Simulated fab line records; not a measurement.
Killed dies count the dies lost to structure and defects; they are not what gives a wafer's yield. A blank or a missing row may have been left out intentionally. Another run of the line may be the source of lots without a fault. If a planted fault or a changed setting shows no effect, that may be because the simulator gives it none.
Split-lot trial + flow n5_finfet + on a route of 1938 steps: 7 lots, 21 wafers read

THE SPLIT ITSELF
At N5_BEOL_M15_ETCH_61 (etches BARC in N2/H2, target depth 89 nm, overetch 26.7 nm, time 67.9 s), the setting bias_w was moved away from the recipe's 150 W on 8 of the 21 wafers read, by -14.8% to +17.3%. For the rest of the wafers, this setting stayed at what the recipe calls for.

The split's own step is where the reading is taken.

THE READING
rf_vpp_V, in V, at N5_BEOL_M15_ETCH_61 (etches BARC in N2/H2, target depth 89 nm, overetch 26.7 nm, time 67.9 s). Fault-free wafers of this fab line usually give 523.3 V, standard deviation 2.9 V.

| wafer  | tool, chamber at the split | bias_w as run, W | against the recipe | rf_vpp_V, V | against lot-mates on the recipe |
|--------|----------------------------|------------------|--------------------|-------------|---------------------------------|
| L076.2 | rie_diel-03, 0             | 150              | recipe             | 523.1       | -                               |
| L076.4 | rie_diel-03, 1             | 150              | recipe             | 524.5       | -                               |
| L076.5 | rie_diel-03, 0             | 131.5            | -12.3%             | 480.4       | -43.4                           |
| L086.1 | rie_diel-05, 0             | 150              | recipe             | 526.2       | -                               |
| L086.5 | rie_diel-05, 2             | 127.8            | -14.8%             | 470.9       | -55.8                           |
| L086.6 | rie_diel-05, 1             | 150              | recipe             | 527.1       | -                               |
| L085.1 | rie_diel-06, 3             | 150              | recipe             | 519.8       | -                               |
| L085.2 | rie_diel-06, 1             | 150              | recipe             | 521.1       | -                               |
| L085.4 | rie_diel-06, 0             | 150              | recipe             | 523.0       | -                               |
| L087.1 | rie_diel-05, 1             | 150              | recipe             | 525.3       | -                               |
| L087.4 | rie_diel-05, 3             | 150              | recipe             | 523.6       | -                               |
| L087.6 | rie_diel-05, 1             | 150              | recipe             | 526.6       | -                               |
| L091.2 | rie_diel-05, 1             | 175.9            | +17.3%             | 580.6       | +57.5                           |
| L091.3 | rie_diel-05, 3             | 150              | recipe             | 523.1       | -                               |
| L091.4 | rie_diel-05, 1             | 175.9            | +17.3%             | 582.5       | +59.4                           |
| L095.1 | rie_diel-05, 2             | 150              | recipe             | 522.4       | -                               |
| L095.3 | rie_diel-05, 0             | 161.7            | +7.8%              | 552.2       | +29.8                           |
| L095.4 | rie_diel-05, 3             | 161.7            | +7.8%              | 549.9       | +27.5                           |
| L096.2 | rie_diel-03, 0             | 160.8            | +7.2%              | 544.4       | +21.6                           |
| L096.3 | rie_diel-03, 1             | 150              | recipe             | 522.8       | -                               |
| L096.5 | rie_diel-03, 3             | 160.8            | +7.2%              | 544.0       | +21.2                           |

FIT RESULTS
A straight line over all 21 wafers: rf_vpp_V changes by +3.4 V for each +1% of bias_w; r = +1.00; the points scatter about the line by 2.2 V.
The same after taking each lot's own level away (the mean of its wafers on the recipe; 21 wafers): +3.48 V for each +1%; r = +1.00; scatter 1.8 V.
According to that fit, moving bias_w by its largest amount changes the reading by 60 V.
Across the lots, their own levels run from 521.30 to 526.65 V, a range of 1.8 times the standard deviation given above.
Hence the lot-to-lot level has little effect on the slope; both slopes agree.
Check: for one of the wafers moved furthest among these (+17.3%), held out of the fit, the line's prediction against its lot-mates is +60.3 V. It came out at +57.5 V against them.
Tool readings at the split's step, against how far the setting was moved: rf_vpp_V r = +1.00.

THE OTHER SPLITS THESE WAFERS WENT THROUGH
Note: prior to the reading, these wafers also went through further splits. Each is held against what the fit with the lots' levels taken away leaves over:
| other split on the same wafers        | wafers away from the commonest value | r with rf_vpp_V (lot level and that fit taken away) |
|---------------------------------------|--------------------------------------|-----------------------------------------------------|
| N5_BEOL_M13_DEVELOP_27 develop_time_s | 11                                   | +0.25                                               |
| N5_BEOL_M14_PEB_26 peb_temp_c         | 8                                    | -0.30                                               |

THE FILE'S OWN FIT
rf_vpp_V changes by +3.51 V for each +1% of bias_w, r = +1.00.
